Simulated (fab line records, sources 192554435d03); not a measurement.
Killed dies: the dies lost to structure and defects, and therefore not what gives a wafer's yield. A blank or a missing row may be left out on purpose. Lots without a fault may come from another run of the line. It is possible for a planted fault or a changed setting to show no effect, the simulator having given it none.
What tool caused it? || flow n5_finfet || Sampling: 10 lots, 29 wafers, 4 of 1938 route steps

== WHAT EACH GAUGE READ, for each wafer ==
N5_BEOL_M15_THK_MEAS_50: measures by xrf.
{"lot": "L806", "measured": "day 12 03:58", "on": "film_metro-01", "M15_THK (nm)": "850 847 842"}
{"lot": "L809", "measured": "day 12 04:55", "on": "film_metro-01", "M15_THK (nm)": "846 835 835"}
{"lot": "L810", "measured": "day 12 09:53", "on": "film_metro-01", "M15_THK (nm)": "844 839 846"}
{"lot": "L812", "measured": "day 13 01:42", "on": "film_metro-02", "M15_THK (nm)": "849 862 837"}
{"lot": "L816", "measured": "day 14 01:59", "on": "film_metro-02", "M15_THK (nm)": "862 947 863"}
{"lot": "L817", "measured": "day 14 14:53", "on": "film_metro-01", "M15_THK (nm)": "959 944"}
{"lot": "L821", "measured": "day 15 05:34", "on": "film_metro-02", "M15_THK (nm)": "845 827 851"}
{"lot": "L824", "measured": "day 16 08:38", "on": "film_metro-01", "M15_THK (nm)": "818 846 836"}
{"lot": "L827", "measured": "day 16 17:50", "on": "film_metro-02", "M15_THK (nm)": "842 859 860"}
{"lot": "L829", "measured": "day 17 02:03", "on": "film_metro-01", "M15_THK (nm)": "861 844 842"}

== EACH LOT AND THE TOOL THAT RAN IT (in order: tool; ch and the chambers of the sampled wafers; start) ==
{"lot": "L806", "N5_BEOL_M15_DESCUM_33": "rie_diel-04 ch 2,3, day 11 22:22", "N5_BEOL_M15_TRENCH_ETCH_34": "rie_diel-04 ch 2,3, day 11 22:27", "N5_BEOL_M15_SPUTTER_43": "pvd_sputter-01, day 12 02:52"}
{"lot": "L809", "N5_BEOL_M15_DESCUM_33": "rie_diel-04 ch 0,3, day 12 00:53", "N5_BEOL_M15_TRENCH_ETCH_34": "rie_diel-04 ch 0,3, day 12 00:59", "N5_BEOL_M15_SPUTTER_43": "pvd_sputter-03, day 12 03:22"}
{"lot": "L810", "N5_BEOL_M15_DESCUM_33": "rie_diel-06 ch 1,2, day 12 06:47", "N5_BEOL_M15_TRENCH_ETCH_34": "rie_diel-06 ch 1,2, day 12 06:52", "N5_BEOL_M15_SPUTTER_43": "pvd_sputter-02, day 12 08:47"}
{"lot": "L812", "N5_BEOL_M15_DESCUM_33": "rie_diel-06 ch 0,1,2, day 12 21:34", "N5_BEOL_M15_TRENCH_ETCH_34": "rie_diel-06 ch 0,1,2, day 12 21:39", "N5_BEOL_M15_SPUTTER_43": "pvd_sputter-01, day 13 00:35"}
{"lot": "L816", "N5_BEOL_M15_DESCUM_33": "rie_diel-04 ch 0,2,3, day 13 22:01", "N5_BEOL_M15_TRENCH_ETCH_34": "rie_diel-04 ch 0,2,3, day 13 22:07", "N5_BEOL_M15_SPUTTER_43": "pvd_sputter-01, day 14 00:53"}
{"lot": "L817", "N5_BEOL_M15_DESCUM_33": "rie_diel-04 ch 0,3, day 14 11:47", "N5_BEOL_M15_TRENCH_ETCH_34": "rie_diel-04 ch 0,3, day 14 11:55", "N5_BEOL_M15_SPUTTER_43": "pvd_sputter-02, day 14 13:47"}
{"lot": "L821", "N5_BEOL_M15_DESCUM_33": "rie_diel-06 ch 0,1, day 15 02:37", "N5_BEOL_M15_TRENCH_ETCH_34": "rie_diel-06 ch 0,1, day 15 02:43", "N5_BEOL_M15_SPUTTER_43": "pvd_sputter-03, day 15 04:28"}
{"lot": "L824", "N5_BEOL_M15_DESCUM_33": "rie_diel-06 ch 0,1,3, day 16 06:25", "N5_BEOL_M15_TRENCH_ETCH_34": "rie_diel-06 ch 0,1,3, day 16 06:31", "N5_BEOL_M15_SPUTTER_43": "pvd_sputter-03, day 16 07:30"}
{"lot": "L827", "N5_BEOL_M15_DESCUM_33": "rie_diel-06 ch 1,2, day 16 15:35", "N5_BEOL_M15_TRENCH_ETCH_34": "rie_diel-06 ch 1,2, day 16 15:40", "N5_BEOL_M15_SPUTTER_43": "pvd_sputter-03, day 16 16:21"}
{"lot": "L829", "N5_BEOL_M15_DESCUM_33": "rie_diel-02 ch 0,1,2, day 17 00:08", "N5_BEOL_M15_TRENCH_ETCH_34": "rie_diel-02 ch 0,1,2, day 17 00:13", "N5_BEOL_M15_SPUTTER_43": "pvd_sputter-02, day 17 00:56"}
- N5_BEOL_M15_DESCUM_33: chemistry O2, time 7.9 s.
- N5_BEOL_M15_TRENCH_ETCH_34: etches SiO2 in C4F8/O2/Ar, target depth 872.93 nm, time 199 s.
- N5_BEOL_M15_SPUTTER_43: material TaN, target thk 15 nm, time 24.19 s.

== THE ANSWER, worked out from the rows above alone ==
Rule: the lots themselves supply what counts as usual. Put in order of their means at a reading, lots are off if they are a third of the lots or fewer, leave a main group of 4 or more, and stand apart from it by a gap of 3 or more times the standard deviation of the main group's means; of several such gaps the widest counts. Not used: any main group whose means are identical at the precision the tables above print for the reading. Also off: a lot with no number at a reading for which 4 or more lots have one. The other lots that the step has rows for count as sound.
Off: L816, L817, seen at N5_BEOL_M15_THK_MEAS_50 (M15_THK). The main group has a mean of 844 nm with a standard deviation of 6.2.
A tool fits if, at a process step before that reading, it ran every lot that is off, and no sound lot after the first of them. The gauges at N5_BEOL_M15_THK_MEAS_50 are tried like those tools. One candidate fits, namely rie_diel-04 at N5_BEOL_M15_DESCUM_33 and N5_BEOL_M15_TRENCH_ETCH_34. At N5_BEOL_M15_DESCUM_33 its last sound lot is L809 (day 12 00:53), its first lot that is off L816 (day 13 22:01): a fault that began between those two fits.

== WHAT THE SIMULATOR HAD INSERTED ==
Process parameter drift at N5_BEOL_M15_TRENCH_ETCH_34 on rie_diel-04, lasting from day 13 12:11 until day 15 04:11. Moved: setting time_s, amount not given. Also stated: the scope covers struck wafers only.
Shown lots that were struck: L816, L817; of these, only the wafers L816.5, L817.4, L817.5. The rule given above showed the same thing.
